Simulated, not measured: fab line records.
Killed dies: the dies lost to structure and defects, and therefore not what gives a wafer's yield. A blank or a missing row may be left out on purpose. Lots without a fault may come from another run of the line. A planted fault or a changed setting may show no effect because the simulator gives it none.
fab line records	flow n5-finfet
record lots=7	wafers=21
route steps=1938 shown WELL_APT@21 PMOS_HMC_CHANNEL_EPI@63 FIN_CUT@160 DUMMY_GATE@224 SDB@373 HKMG_FIN@448 GATE_CUT@479 BEOL_M4@1111
start-h: hours from the record's opening day to when the first of the lot's shown wafers began	wait-h: hours from the lot's prior step to this one	" same as the row above	L1.1+2: a row that stands for several wafers	- either no value or no given start	* or withheld: withheld	< > ~ a bound
route shown NAME@n: NAME is a module with steps in the file, n the number in the route of the first one	usual: mean/standard deviation of fault-free wafers	same: alike in all rows	chamber/n: place in a boat	sites: each site's reading	_std_site: their standard deviation	_edge_site: mean of outer sites minus mean of inner sites	radius-mm: for every site, how far away it sits from the centre of the wafer	mask NAME#n: copy n	behind: the tool/chamber that last shaped the wafer	hold: what put the lot on hold/how long, in hours/how the hold closed	device: the n, p or np transistor that did not switch	end of line: the route-end tests of the same wafers	a step with no rows: only its recipe	killed: count of dies lost to structure and defects at first sort (not the wafer's yield)	map: a wafer's dies, marking killed ones x, the rest . and places with no die _
set.NAME: the run value of the setting; set.NAME@STEP: its run value at that earlier step	model.NAME: the simulator's own value behind a step, which no gauge read
one table per step and one row per wafer, for lots whose settings were changed on purpose
## steps
# step N5_WELL_APT_COAT_02
# recipe spin-rpm=1357	resist-thk-nm=950
lot.wafer	tool	chamber	start-h	wait-h	set.spin-rpm	model.coat_of_WELL_APT_COAT_02.thk-nm
L074.1	litho-track-03	0	-	-	1357	951.6
L074.2	"	0	"	"	1239	998.8
L074.3	"	0	"	"	1239	994.6
L083.2	litho-track-03	0	-	-	1357	950.7
L083.3	"	0	"	"	1485	909.6
L083.6	"	0	"	"	1357	950.3
L089.1	litho-track-03	0	-	-	1357	951.8
L089.2	"	0	"	"	1357	954.9
L089.3	"	0	"	"	1305	970.2
L090.3	litho-track-03	0	-	-	1357	951.3
L090.4	"	0	"	"	1357	952.8
L090.5	"	0	"	"	1265	988.1
L092.1	litho-track-03	0	-	-	1357	947.1
L092.2	"	0	"	"	1357	946
L092.3	"	0	"	"	1357	948
L093.3	litho-track-01	0	-	-	1287	975.9
L093.4	"	0	"	"	1357	953
L093.5	"	0	"	"	1357	952.8
L095.4	litho-track-05	0	-	-	1357	953.1
L095.5+6	"	0	"	"	1357	951.4
# step N5_PMOS_HMC_CHANNEL_EPI_PEB_07
# recipe peb-temp-c=110	peb-time-s=60	resist=CAR-ArF-block
lot.wafer	tool	chamber	start-h	wait-h	set.peb-temp-c
L074.1+2	litho-track-02	0	17.99	0.1	106.5
L074.3	"	0	"	"	110
L083.2+3+6	litho-track-05	0	76.55	0.0	110
L089.1+3	litho-track-05	0	107.72	0.1	110
L089.2	"	0	"	"	111.6
L090.3+5	litho-track-02	0	114.10	0.0	112.8
L090.4	"	0	"	"	110
L092.1+2+3	litho-track-02	0	125.79	0.1	110
L093.3+4+5	litho-track-05	0	133.91	0.0	112.1
L095.4+5+6	litho-track-02	0	143.28	0.0	113.6
# step N5_PMOS_HMC_CHANNEL_EPI_DEVELOP_08
# recipe develop-time-s=30	developer=TMAH	resist=CAR-ArF-block	dev-temp-c=23	rinse-liquid=diw	dry=air-spin
# step N5_PMOS_HMC_CHANNEL_EPI_CD_MEAS_09
# recipe target-cd-nm=237.4	landing-energy-ev=500	detector=se-inlens
# usual cd-nm=237.6/1.1
lot.wafer	tool	chamber	start-h	wait-h	set.peb-temp-c@PMOS_HMC_CHANNEL_EPI_PEB_07	cd-nm
L074.1	cd-sem-03	0	18.06	-	106.5	227.6
L074.2	"	0	"	"	106.5	226.4
L074.3	"	0	"	"	110	238.5
L083.2	cd-sem-02	0	76.62	-	110	237.1
L083.3	"	0	"	"	110	238.5
L083.6	"	0	"	"	110	239.2
L089.1	cd-sem-03	0	107.79	-	110	237.5
L089.2	"	0	"	"	111.6	241.4
L089.3	"	0	"	"	110	236.8
L090.3	cd-sem-03	0	114.16	-	112.8	246.3
L090.4	"	0	"	"	110	237.8
L090.5	"	0	"	"	112.8	246.8
L092.1	cd-sem-01	0	125.85	-	110	238.6
L092.2	"	0	"	"	110	241.0
L092.3	"	0	"	"	110	240.1
L093.3	cd-sem-03	0	133.98	-	112.1	241.6
L093.4	"	0	"	"	112.1	242.4
L093.5	"	0	"	"	112.1	244.0
L095.4	cd-sem-02	0	143.35	-	113.6	246.7
L095.5	"	0	"	"	113.6	248.2
L095.6	"	0	"	"	113.6	248.0
# step N5_PMOS_HMC_CHANNEL_EPI_DESCUM_14
# recipe chemistry=O2	time-s=7.9	source-power-w=50	bias-power-w=20	pressure-mtorr=20	rf-frequency-hz=2.712e+07	temp-c=40	resist=CAR-ArF-block	o2-flow-sccm=225
lot.wafer	tool	chamber	start-h	wait-h	set.peb-temp-c@PMOS_HMC_CHANNEL_EPI_PEB_07	model.PMOS_HMC_CHANNEL_EPI.cd-nm
L074.1	rie-diel-05	1	18.15	0.0	106.5	227.6
L074.2	"	0	"	"	106.5	226.2
L074.3	"	3	"	"	110	238.9
L083.2	rie-diel-01	1	76.98	0.3	110	237.2
L083.3	"	2	"	"	110	238.5
L083.6	"	0	"	"	110	239
L089.1	rie-diel-05	3	107.88	0.0	110	237.4
L089.2	"	0	"	"	111.6	241.7
L089.3	"	1	"	"	110	236.7
L090.3	rie-diel-05	1	114.32	0.1	112.8	245.8
L090.4	"	0	"	"	110	238.2
L090.5	"	2	"	"	112.8	246.4
L092.1	rie-diel-05	1	126.71	0.8	110	238.6
L092.2	"	2	"	"	110	240.3
L092.3	"	0	"	"	110	240.1
L093.3	rie-diel-01	0	134.15	0.1	112.1	241.7
L093.4	"	2	"	"	112.1	242.6
L093.5	"	2	"	"	112.1	243.7
L095.4	rie-diel-05	2	143.43	0.0	113.6	246.5
L095.5	"	3	"	"	113.6	248.2
L095.6	"	0	"	"	113.6	247.9
# step N5_PMOS_HMC_CHANNEL_EPI_ETCH_32
# recipe chemistry=N2/H2	target=BARC	stop-on=SiO2	target-depth-a=858	over-etch-frac=0.3	time-s=50.3	ion-energy-ev=200	mask-material=CAR-ArF-block	pressure-mtorr=30	source-w=840	bias-w=150	n2-flow-sccm=200	h2-flow-sccm=200
lot.wafer	tool	chamber	start-h	wait-h	set.peb-temp-c@PMOS_HMC_CHANNEL_EPI_PEB_07	model.PMOS_HMC_CHANNEL_EPI.cd-nm
L074.1	rie-diel-05	1	18.18	0.0	106.5	230.9
L074.2	"	0	"	"	106.5	228.9
L074.3	"	3	"	"	110	241.3
L083.2	rie-diel-01	1	77.01	0.0	110	239.9
L083.3	"	2	"	"	110	241.6
L083.6	"	0	"	"	110	241.4
L089.1	rie-diel-05	3	107.91	0.0	110	239.9
L089.2	"	0	"	"	111.6	244.1
L089.3	"	1	"	"	110	239.6
L090.3	rie-diel-05	1	114.35	0.0	112.8	248.6
L090.4	"	0	"	"	110	241
L090.5	"	2	"	"	112.8	249.1
L092.1	rie-diel-05	1	126.75	0.0	110	242.3
L092.2	"	2	"	"	110	243.6
L092.3	"	0	"	"	110	243.5
L093.3	rie-diel-01	0	134.18	0.0	112.1	244.5
L093.4	"	2	"	"	112.1	245.3
L093.5	"	2	"	"	112.1	246.8
L095.4	rie-diel-05	2	143.47	0.0	113.6	249.3
L095.5	"	3	"	"	113.6	250.7
L095.6	"	0	"	"	113.6	251.1
# step N5_FIN_CUT_EXPOSE_05
# recipe mask-id=FIN_CUT	na=0.33	source-shape=annular	sigma-inner=0.35	sigma-outer=0.8	polarization=unpolarized	dose-mj=45.75
lot.wafer	tool	chamber	start-h	wait-h	mask	set.dose-mj
L074.1	euv-scanner-02	0	28.23	-	FIN_CUT#0	47.48
L074.2+3	"	0	"	"	FIN_CUT#0	45.75
L083.2+6	euv-scanner-01	0	87.36	-	FIN_CUT#0	47.11
L083.3	"	0	"	"	FIN_CUT#0	45.75
L089.1+2	euv-scanner-02	0	116.83	-	FIN_CUT#0	42.53
L089.3	"	0	"	"	FIN_CUT#0	45.75
L090.3	euv-scanner-01	0	124.66	-	FIN_CUT#0	45.75
L090.4+5	"	0	"	"	FIN_CUT#0	43.45
L092.1+2+3	euv-scanner-02	0	137.81	-	FIN_CUT#0	45.75
L093.3+5	euv-scanner-02	0	144.29	-	FIN_CUT#0	45.75
L093.4	"	0	"	"	FIN_CUT#0	43.88
L095.4+5	euv-scanner-01	0	153.48	-	FIN_CUT#0	45.75
L095.6	"	0	"	"	FIN_CUT#0	47.38
# step N5_FIN_CUT_PEB_06
# recipe peb-temp-c=100	peb-time-s=60	resist=CAR-EUV
# step N5_FIN_CUT_DEVELOP_07
# recipe develop-time-s=30	developer=TMAH	resist=CAR-EUV	rinse-liquid=surfactant-rinse	dry=air-spin	dev-temp-c=23
# step N5_FIN_CUT_CD_MEAS_08
# recipe target-cd-nm=29.1	landing-energy-ev=500	detector=se-inlens	polarity=opening
# usual cd-nm=29.12/0.25
lot.wafer	tool	chamber	start-h	wait-h	set.dose-mj@FIN_CUT_EXPOSE_05	cd-nm
L074.1	cd-sem-02	0	28.36	-	47.48	29.84
L074.2	"	0	"	"	45.75	29.48
L074.3	"	0	"	"	45.75	29.37
L083.2	cd-sem-02	0	87.49	-	47.11	29.53
L083.3	"	0	"	"	45.75	29.23
L083.6	"	0	"	"	47.11	29.69
L089.1	cd-sem-01	0	116.96	-	42.53	28.00
L089.2	"	0	"	"	42.53	27.75
L089.3	"	0	"	"	45.75	29.43
L090.3	cd-sem-01	0	124.78	-	45.75	28.94
L090.4	"	0	"	"	43.45	28.17
L090.5	"	0	"	"	43.45	28.15
L092.1	cd-sem-01	0	137.94	-	45.75	28.93
L092.2	"	0	"	"	45.75	29.19
L092.3	"	0	"	"	45.75	29.26
L093.3	cd-sem-02	0	144.41	-	45.75	28.84
L093.4	"	0	"	"	43.88	28.07
L093.5	"	0	"	"	45.75	29.21
L095.4	cd-sem-03	0	153.60	-	45.75	29.11
L095.5	"	0	"	"	45.75	29.14
L095.6	"	0	"	"	47.38	29.44
# step N5_FIN_CUT_DESCUM_13
# recipe chemistry=O2	time-s=7	source-power-w=50	bias-power-w=20	pressure-mtorr=20	rf-frequency-hz=2.712e+07	temp-c=40	resist=CAR-EUV	o2-flow-sccm=225
# step N5_FIN_CUT_ETCH_30
# recipe chemistry=N2/H2	target=underlayer	target-depth-a=130	mask-material=CAR-EUV	time-s=10.4	ion-energy-ev=200	pressure-mtorr=30	source-w=840	bias-w=150	n2-flow-sccm=200	h2-flow-sccm=200	ends=cleared
lot.wafer	tool	chamber	start-h	wait-h	set.dose-mj@FIN_CUT_EXPOSE_05	model.FIN_CUT.cd-offset-nm
L074.1	rie-diel-05	1	28.52	0.0	47.48	0.6
L074.2+3	"	0,3	"	"	45.75	0.2
L083.2+6	rie-diel-06	1,2	87.65	0.0	47.11	0.4
L083.3	"	2	"	"	45.75	0.2
L089.1	rie-diel-06	3	117.13	0.0	42.53	-1.2
L089.2	"	2	"	"	42.53	-1
L089.3	"	0	"	"	45.75	0.2
L090.3	rie-diel-05	3	124.94	0.0	45.75	0.2
L090.4	"	0	"	"	43.45	-0.8
L090.5	"	0	"	"	43.45	-1
L092.1+3	rie-diel-05	0,2	138.10	0.0	45.75	0
L092.2	"	3	"	"	45.75	0.2
L093.3	rie-diel-05	2	144.57	0.0	45.75	-0.2
L093.4	"	0	"	"	43.88	-0.6
L093.5	"	2	"	"	45.75	0
L095.4	rie-diel-06	2	153.91	0.0	45.75	0
L095.5	"	2	"	"	45.75	-0.2
L095.6	"	1	"	"	47.38	0.6
# step N5_FIN_CUT_ETCH_20
# recipe chemistry=CF4	target=SiARC	target-depth-a=260	mask-material=CAR-EUV	time-s=43.3	ion-energy-ev=80	pressure-mtorr=40	source-w=545	bias-w=36	Ar_flow_sccm=100	cf4-flow-sccm=100	ends=cleared
lot.wafer	tool	chamber	start-h	wait-h	set.dose-mj@FIN_CUT_EXPOSE_05	model.FIN_CUT.cd-offset-nm
L074.1	rie-diel-05	1	28.54	0.0	47.48	0.6
L074.2	"	0	"	"	45.75	0.4
L074.3	"	3	"	"	45.75	0.2
L083.2	rie-diel-06	1	87.67	0.0	47.11	0.6
L083.3	"	2	"	"	45.75	0.4
L083.6	"	2	"	"	47.11	0.4
L089.1+2	rie-diel-06	3,2	117.15	0.0	42.53	-1.2
L089.3	"	0	"	"	45.75	0.2
L090.3	rie-diel-05	3	124.96	0.0	45.75	0
L090.4	"	0	"	"	43.45	-0.8
L090.5	"	0	"	"	43.45	-1
L092.1	rie-diel-05	0	138.12	0.0	45.75	0
L092.2	"	3	"	"	45.75	0.4
L092.3	"	2	"	"	45.75	-0.2
L093.3+5	rie-diel-05	2	144.59	0.0	45.75	-0.2
L093.4	"	0	"	"	43.88	-0.6
L095.4	rie-diel-06	2	153.93	0.0	45.75	0
L095.5	"	2	"	"	45.75	-0.4
L095.6	"	1	"	"	47.38	0.6
# step N5_DUMMY_GATE_COAT_28
# recipe resist=underlayer	temp-c=205	time-s=60	spin-rpm=1500	resist-thk-nm=10
lot.wafer	tool	chamber	start-h	wait-h	set.spin-rpm	model.underlayer_of_DUMMY_GATE_COAT_28.thk-nm
L074.1	litho-track-02	0	-	-	1500	10
L074.2+3	"	0	"	"	1410	10.4
L083.2	litho-track-01	0	-	-	1500	10
L083.3+6	"	0	"	"	1559	9.8
L089.1	litho-track-02	0	-	-	1500	10
L089.2+3	"	0	"	"	1598	9.6
L090.3+4	litho-track-02	0	-	-	1500	10
L090.5	"	0	"	"	1556	9.8
L092.1+2+3	litho-track-04	0	-	-	1500	10
L093.3+4	litho-track-04	0	-	-	1500	10
L093.5	"	0	"	"	1641	9.6
L095.4+5+6	litho-track-01	0	-	-	1500	10
# step N5_DUMMY_GATE_ETCH_44
# recipe chemistry=HBr/O2	over-etch-frac=0.7	target-depth-a=1275	stop-on=SiO2	ion-energy-ev=60	bias-w=20	target=poly-Si	mask-material=SiO2	pressure-mtorr=20	icp-w=400	HBr_flow_sccm=120	O2_flow_sccm=10
# usual oes-product-au=0.728/0.011
lot.wafer	tool	chamber	start-h	wait-h	set.target-depth-a	oes-product-au
L074.1	rie-si-01	3	47.70	0.0	1429	0.689
L074.2	"	0	"	"	1275	0.733
L074.3	"	1	"	"	1275	0.736
L083.2	rie-si-05	2	109.10	0.0	1275	0.710
L083.3	"	1	"	"	1275	0.719
L083.6	"	2	"	"	1275	0.709
L089.1	rie-si-05	3	136.75	0.0	1149	0.746
L089.2	"	0	"	"	1149	0.747
L089.3	"	2	"	"	1149	0.745
L090.3	rie-si-03	0	148.82	0.0	1275	0.711
L090.4	"	2	"	"	1202	0.758
L090.5	"	3	"	"	1275	0.729
L092.1	rie-si-03	0	159.66	0.0	1275	0.715
L092.2	"	3	"	"	1275	0.733
L092.3	"	2	"	"	1275	0.737
L093.3	rie-si-01	1	163.99	0.0	1148	0.781
L093.4	"	2	"	"	1275	0.735
L093.5	"	3	"	"	1275	0.732
L095.4	rie-si-05	3	175.15	0.0	1275	0.717
L095.5	"	2	"	"	1275	0.713
L095.6	"	3	"	"	1236	0.728
# step N5_DUMMY_GATE_ETCH_42
# recipe chemistry=CHF3/O2	target=SiO2	target-depth-a=35	time-s=31	ion-energy-ev=30	bias-w=12	pressure-mtorr=30	source-w=600	Ar_flow_sccm=200	CHF3_flow_sccm=50	O2_flow_sccm=5
# usual rf-vpp-V=42.7/1.1
lot.wafer	tool	chamber	start-h	wait-h	set.bias-w	rf-vpp-V
L074.1	rie-diel-06	2	47.85	0.0	13.81	46.9
L074.2	"	1	"	"	12	43.1
L074.3	"	0	"	"	13.81	44.8
L083.2	rie-diel-01	1	109.26	0.0	12	41.1
L083.3	"	3	"	"	12	41.5
L083.6	"	0	"	"	13.92	46.8
L089.1	rie-diel-05	0	136.96	0.1	12	42.9
L089.2	"	3	"	"	13.84	47.7
L089.3	"	1	"	"	13.84	46.8
L090.3	rie-diel-05	0	148.98	0.0	12	40.7
L090.4	"	1	"	"	12	42.1
L090.5	"	1	"	"	12	42.0
L092.1	rie-diel-05	2	159.81	0.0	12	42.7
L092.2	"	1	"	"	12	42.9
L092.3	"	3	"	"	12	43.3
L093.3	rie-diel-01	1	164.15	0.0	13.43	45.1
L093.4	"	3	"	"	13.43	47.2
L093.5	"	1	"	"	12	41.4
L095.4	rie-diel-05	3	175.31	0.0	13.8	48.3
L095.5	"	2	"	"	12	43.1
L095.6	"	3	"	"	13.8	48.1
# step N5_SDB_ALD_29
# recipe material=SiNx	target-thk-a=300	temp-c=400	ald-precursor-family=SiH2I2	ald-co-reactant=N2/H2-plasma	pulse-time-s=1	ald-cycles=600	purge-time-s=2	co-reactant-purge-time-s=2	pressure-torr=2
lot.wafer	tool	chamber	start-h	wait-h	set.ald-cycles	model.SiNx_of_SDB_ALD_29.thk-nm
L074.1+3	ald-sin-02	1,0	66.51	0.0	548	27.2
L074.2	"	2	"	"	600	30
L083.2	ald-sin-04	2	130.64	0.0	502	25.2
L083.3	"	0	"	"	600	30.2
L083.6	"	3	131.99	1.4	600	30
L089.1	ald-sin-02	1	157.00	0.5	504	25
L089.2	"	0	"	"	600	30
L089.3	"	2	"	"	504	25.4
L090.3	ald-sin-04	3	168.79	0.0	667	33.2
L090.4	"	2	"	"	600	30
L090.5	"	3	170.14	1.4	667	33.4
L092.1+2	ald-sin-03	1,3	180.60	0.0	600	29.8
L092.3	"	2	"	"	600	30
L093.3	ald-sin-02	1	182.38	0.1	600	30
L093.4	"	2	"	"	514	25.8
L093.5	"	2	183.73	1.5	600	30.2
L095.4+6	ald-sin-04	2,1	195.35	0.0	600	30
L095.5	"	3	196.70	1.4	600	29.8
# step N5_SDB_CMP_30
# recipe stop-on=poly-Si	t-overpolish-s=1.54	post-cmp-clean=alkaline-brush	down-force-psi=4.1491	platen-rpm=51.796	pad-velocity-m-s=1.0306	target-thk-nm=30
lot.wafer	tool	chamber	start-h	wait-h	set.ald-cycles@SDB_ALD_29	model.SiNx_of_SDB_ALD_29.thk-nm
L074.3+1	cmp-04	1,2	69.25	1.4	548	27.2
L074.2	"	0	"	"	600	30
L083.3	cmp-01	1	133.37	1.4	600	30.2
L083.2	"	0	"	"	502	25.2
L083.6	"	2	"	"	600	30
L089.2	cmp-01	2	159.73	1.4	600	30
L089.3	"	3	"	"	504	25.4
L089.1	"	0	"	"	504	25
L090.3	cmp-03	3	171.60	1.5	667	28.2
L090.4	"	0	"	"	600	30
L090.5	"	2	"	"	667	29.4
L092.1+2	cmp-03	2,3	183.34	1.4	600	29.8
L092.3	"	1	"	"	600	30
L093.3	cmp-03	1	185.15	1.4	600	30
L093.4	"	2	"	"	514	25.8
L093.5	"	0	"	"	600	30.2
L095.4+6	cmp-01	1,0	198.16	1.5	600	30
L095.5	"	3	"	"	600	29.8
# step N5_HKMG_FIN_NWFM_ALD_20
# recipe material=TiAlC	target-thk-a=20	temp-c=300	ald-precursor-family=TiCl4	ald-co-reactant=TEA	pulse-time-s=3	purge-time-s=2	co-reactant-purge-time-s=2	co-reactant-pulse-time-s=10	ald-cycles=7	pressure-torr=3
lot.wafer	tool	chamber	start-h	wait-h	set.ald-cycles
L074.1	ald-metal-04	2	77.00	0.3	6
L074.2+3	"	1,0	"	"	7
L083.2+3	ald-metal-01	0,3	141.29	0.3	6
L083.6	"	0	"	"	7
L089.1+2+3	ald-metal-03	1,3,2	167.19	0.3	7
L090.3+4	ald-metal-03	3,0	179.75	0.1	7
L090.5	"	3	"	"	6
L092.1+2+3	ald-metal-01	1,3,0	191.08	0.3	7
L093.3+4+5	ald-metal-01	3,1,3	192.97	0.1	7
L095.4+5+6	ald-metal-03	0,0,1	205.49	0.2	7
# step N5_GATE_CUT_COAT_35
# recipe resist=SiARC	temp-c=220	time-s=60	spin-rpm=1500	resist-thk-nm=10
lot.wafer	tool	chamber	start-h	wait-h	set.spin-rpm
L074.1+2+3	litho-track-02	0	-	-	1500
L083.2+3+6	litho-track-01	0	-	-	1500
L089.1+3	litho-track-02	0	-	-	1567
L089.2	"	0	"	"	1500
L090.3	litho-track-01	0	-	-	1500
L090.4+5	"	0	"	"	1430
L092.1+2+3	litho-track-01	0	-	-	1500
L093.3+4	litho-track-02	0	-	-	1500
L093.5	"	0	"	"	1601
L095.4+5	litho-track-02	0	-	-	1500
L095.6	"	0	"	"	1435
# step N5_BEOL_M4_RC_MEAS_101
# usual ION_N=670/12	VT_N=250/3.1
lot.wafer	tool	chamber	start-h	wait-h	set.ald-cycles@HKMG_FIN_NWFM_ALD_20	ION_N[uA/um]	VT_N[mV]
L074.1	prober-01	0	178.10	0.0	6	634	271
L074.2	"	0	"	"	7	682	248
L074.3	"	0	"	"	7	669	249
L083.2	prober-02	0	231.30	0.2	6	638	270
L083.3	"	0	"	"	6	624	271
L083.6	"	0	"	"	7	671	250
L090.3	prober-01	0	266.22	0.3	7	682	247
L090.4	"	0	"	"	7	677	252
L090.5	"	0	"	"	6	611	275
L092.1	prober-01	0	274.39	0.0	7	674	248
L092.2	"	0	"	"	7	678	251
L092.3	"	0	"	"	7	670	255
L089.1	prober-01	0	281.65	0.0	7	676	252
L089.2	"	0	"	"	7	673	249
L089.3	"	0	"	"	7	660	256
L093.3	prober-01	0	290.02	0.3	7	684	245
L093.4	"	0	"	"	7	677	249
L093.5	"	0	"	"	7	683	250
L095.4	prober-01	0	298.43	0.5	7	659	254
L095.5	"	0	"	"	7	657	253
L095.6	"	0	"	"	7	655	252
## key
split step=N5_WELL_APT_COAT_02	setting=spin-rpm	stated=1357	by=wafer
response step=N5_WELL_APT_COAT_02	reading=model.coat_of_WELL_APT_COAT_02.thk-nm	change=-4.78	per=1%	r=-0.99
split step=N5_PMOS_HMC_CHANNEL_EPI_PEB_07	setting=peb-temp-c	stated=110	by=wafer
response step=N5_PMOS_HMC_CHANNEL_EPI_CD_MEAS_09	reading=cd-nm	change=+3.46	per=1%	r=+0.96
response step=N5_PMOS_HMC_CHANNEL_EPI_DESCUM_14	reading=model.PMOS_HMC_CHANNEL_EPI.cd-nm	change=+3.48	per=1%	r=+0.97
response step=N5_PMOS_HMC_CHANNEL_EPI_ETCH_32	reading=model.PMOS_HMC_CHANNEL_EPI.cd-nm	change=+3.34	per=1%	r=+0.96
split step=N5_FIN_CUT_EXPOSE_05	setting=dose-mj	stated=45.75	by=wafer
response step=N5_FIN_CUT_CD_MEAS_08	reading=cd-nm	change=+0.177	per=1%	r=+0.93
response step=N5_FIN_CUT_ETCH_30	reading=model.FIN_CUT.cd-offset-nm	change=+0.167	per=1%	r=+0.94
response step=N5_FIN_CUT_ETCH_20	reading=model.FIN_CUT.cd-offset-nm	change=+0.159	per=1%	r=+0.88
split step=N5_DUMMY_GATE_COAT_28	setting=spin-rpm	stated=1500	by=wafer
response step=N5_DUMMY_GATE_COAT_28	reading=model.underlayer_of_DUMMY_GATE_COAT_28.thk-nm	change=-0.0525	per=1%	r=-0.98
split step=N5_DUMMY_GATE_ETCH_44	setting=target-depth-a	stated=1275	by=wafer
response step=N5_DUMMY_GATE_ETCH_44	reading=oes-product-au	change=-0.00448	per=1%	r=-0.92
split step=N5_DUMMY_GATE_ETCH_42	setting=bias-w	stated=12	by=wafer
response step=N5_DUMMY_GATE_ETCH_42	reading=rf-vpp-V	change=+0.304	per=1%	r=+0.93
split step=N5_SDB_ALD_29	setting=ald-cycles	stated=600	by=wafer
response step=N5_SDB_ALD_29	reading=model.SiNx_of_SDB_ALD_29.thk-nm	change=+0.301	per=1%	r=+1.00
response step=N5_SDB_CMP_30	reading=model.SiNx_of_SDB_ALD_29.thk-nm	shape=bent	at-lowest=25.2	at-stated=29.98	at-highest=28.8
split step=N5_HKMG_FIN_NWFM_ALD_20	setting=ald-cycles	stated=7	by=wafer
response step=N5_BEOL_M4_RC_MEAS_101	reading=ION_N	slope=+3.51	per=1%	together-with=none	explained=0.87
response step=N5_BEOL_M4_RC_MEAS_101	reading=VT_N	slope=-1.61	per=1%	together-with=none	explained=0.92
split step=N5_GATE_CUT_COAT_35	setting=spin-rpm	stated=1500	by=wafer
response none in this file
